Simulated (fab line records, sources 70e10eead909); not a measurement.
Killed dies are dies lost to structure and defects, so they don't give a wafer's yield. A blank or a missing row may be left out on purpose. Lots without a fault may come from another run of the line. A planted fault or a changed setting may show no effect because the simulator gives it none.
Problem report in the 8D (eight disciplines) form, filled by code | flow nand_harc | the parts of the form that need people (team, actions taken, sign-off) are left out

1. THE PROBLEM
oes_product_au at NHARC_A_CONTACT_ETCH_30 reads a mean of 0.818 a.u. on 5 wafers of 3 lots; wafers without a fault read 0.931 a.u. with a standard deviation of 0.016. That is -7.1 standard deviations from the usual mean.
The step: etches the open film in CF4/CHF3, target depth 72.6 nm, time 36.3 s.
First seen on wafer L234.4, day 25 21:09, on rie_diel-02. The record holds 19 wafers of 7 lots with a number at this step. Rule for "out", or "out of limits": more than 4 standard deviations from the usual mean. The other wafers with a number count as sound.

2. WHAT IT IS AND WHAT IT IS NOT
question                    | is                                     | is not
which readings at this step | oes_product_au                         | drypump_motor_current_A, rf_vpp_V, showerhead_plenum_p_Torr, throttle_valve_pct
which lots                  | L234, L238, L239                       | L229, L231, L242, L248
which wafers of those lots  | L234.4, L238.1, L238.4, L239.1, L239.4 | L234.2, L234.3
read on which tools         | rie_diel-02                            | rie_diel-11
when                        | from day 25 21:09                      | up to then (8 sound wafers); but 6 sound wafers of L242, L248 came after

3. SUSPECTS, AND WHAT RULES EACH OUT
Counting: a tool at a process step up to the reading stays a suspect if it ran every lot that is out. Sound lots after the first of them don't rule it out here, since some wafers of a struck lot are sound.
- rie_diel-02 at NHARC_A_CONTACT_DESCUM_13 (chemistry O2, time 3 s): kept. It ran every lot that is out, first L234 (day 25 20:38); its last sound lot up to then is L231 (day 23 18:09).
- rie_diel-02 at NHARC_A_CONTACT_ETCH_88 (etches the open film in CF4, target depth 39 nm, time 65 s): kept. It ran every lot that is out, first L234 (day 25 20:43); its last sound lot up to then is L231 (day 23 18:14).
- rie_diel-02 at NHARC_A_CONTACT_ETCH_89 (etches the open film in N2/H2, target depth 260 nm, time 475.3 s): kept. It ran every lot that is out, first L234 (day 25 21:09); its last sound lot up to then is L231 (day 23 18:40). NHARC_A_CONTACT_ETCH_89 gives no start for some lots, so the hours and the order of its lots are those of NHARC_A_CONTACT_ETCH_30.
- rie_diel-02 at NHARC_A_CONTACT_ETCH_30 (etches the open film in CF4/CHF3, target depth 72.6 nm, time 36.3 s): kept. It ran every lot that is out, first L234 (day 25 21:09); its last sound lot up to then is L231 (day 23 18:40). Its own readings are out on those wafers: oes_product_au.
Left after counting: rie_diel-02 at NHARC_A_CONTACT_DESCUM_13, rie_diel-02 at NHARC_A_CONTACT_ETCH_88, rie_diel-02 at NHARC_A_CONTACT_ETCH_89, rie_diel-02 at NHARC_A_CONTACT_ETCH_30.

4. THE CAUSE (what the simulator had put in)
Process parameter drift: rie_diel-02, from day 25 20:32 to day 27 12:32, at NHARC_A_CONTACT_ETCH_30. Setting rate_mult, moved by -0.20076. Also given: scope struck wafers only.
Counting left 4 suspects, and this tool is among them.

5. THE CHAIN OF EFFECTS, in route order
Each row: a reading whose mean over the struck wafers that have a number lies more than 3 standard deviations from the usual. Only readings for which the record gives a usual standard deviation are gone through. hours: the time from each lot's start at the first step in this table that gives one to its start at this step, as a median over the lots. sigmas: the change in usual standard deviations.
hours | step                    | reading        | usual      | on struck wafers | change | sigmas
0     | NHARC_A_CONTACT_ETCH_30 | oes_product_au | 0.931 a.u. | 0.818            | -0.113 | -7.1
The process steps in it:
- NHARC_A_CONTACT_ETCH_30: etches the open film in CF4/CHF3, target depth 72.6 nm, time 36.3 s.
Later measuring or inspecting steps at which every struck wafer that the step has a row for has a number for every such reading, and none has moved that far: NHARC_END_SORT_01.

6. WHAT WOULD HAVE CAUGHT IT SOONER
In this record the first reading out of limits was taken at day 25 21:09, 1 hour after the fault began at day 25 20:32.
